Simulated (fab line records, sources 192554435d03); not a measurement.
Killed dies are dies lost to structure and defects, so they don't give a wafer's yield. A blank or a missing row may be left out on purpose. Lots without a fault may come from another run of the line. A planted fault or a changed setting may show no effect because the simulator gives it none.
Chamber matching | flow n5_finfet | N5_BEOL_M10_VIA_ETCH_34 on rie_diel-03: 4 sister chambers
The step etches SiCOH lowk in C4F6/O2, target depth 184.5 nm, time 69.2 s. 16 wafers are shown with their chamber, then 8 later ones without.

WAFERS WITH THEIR CHAMBER
wafer  | chamber | drypump_motor_current_A (A) | throttle_valve_pct (%) | rf_vpp_V (V)
L075.1 | 3       | 5.9                         | 21.06                  | 659
L075.3 | 1       | 5.5                         | 20.84                  | 663
L075.4 | 2       | 5.0                         | 21.30                  | 650
L079.1 | 2       | 5.0                         | 21.32                  | 652
L079.3 | 0       | 5.2                         | 20.58                  | 673
L079.4 | 1       | 5.5                         | 20.84                  | 663
L078.2 | 2       | 5.0                         | 21.30                  | 652
L078.4 | 0       | 5.2                         | 20.56                  | 673
L078.5 | 3       | 5.9                         | 21.08                  | 658
L086.1 | 0       | 5.2                         | 20.58                  | 674
L086.3 | 2       | 5.0                         | 21.34                  | 651
L086.4 | 3       | 6.0                         | 21.10                  | 657
L088.1 | 0       | 5.2                         | 20.59                  | 672
L088.4 | 3       | 5.9                         | 21.12                  | 658
L088.5 | 2       | 5.0                         | 21.35                  | 651
L090.1 | 3       | 6.0                         | 21.13                  | 658

SIGNATURES (means of the wafers above)
reading                 | chamber 0 | chamber 1 | chamber 2 | chamber 3 | scatter within a chamber
drypump_motor_current_A | 5.200     | 5.500     | 5.000     | 5.940     | 0.0316
throttle_valve_pct      | 20.5775   | 20.8400   | 21.3220   | 21.0980   | 0.0221
rf_vpp_V                | 673.00    | 663.00    | 651.20    | 658.00    | 0.753
Rule: a wafer's distance from a chamber is the root of the sum, over the readings, of the square of ((its reading less the chamber's mean) divided by the reading's scatter). The wafer belongs to the nearest chamber; if the next one is less than 2 further off, it can't be placed. The scatter: the root of (the sum of the squares of (reading less its chamber's mean) over the shown wafers, divided by (wafers less chambers)).

WAFERS WITHOUT THEIR CHAMBER
wafer  | drypump_motor_current_A (A) | throttle_valve_pct (%) | rf_vpp_V (V)
L090.3 | 5.5                         | 20.90                  | 663
L090.5 | 5.2                         | 20.61                  | 673
L092.3 | 5.0                         | 21.37                  | 652
L092.4 | 5.5                         | 20.88                  | 663
L092.6 | 5.2                         | 20.61                  | 673
L096.1 | 5.9                         | 21.17                  | 657
L096.5 | 5.0                         | 21.36                  | 650
L096.6 | 5.2                         | 20.62                  | 672

WHICH CHAMBER EACH WENT THROUGH
wafer  | from the rows above | in truth
L090.3 | 1                   | 1
L090.5 | 0                   | 0
L092.3 | 2                   | 2
L092.4 | 1                   | 1
L092.6 | 0                   | 0
L096.1 | 3                   | 3
L096.5 | 2                   | 2
L096.6 | 0                   | 0
Placed correctly: 8 of 8. Can't be placed from these rows: 0. Placed wrongly: 0.
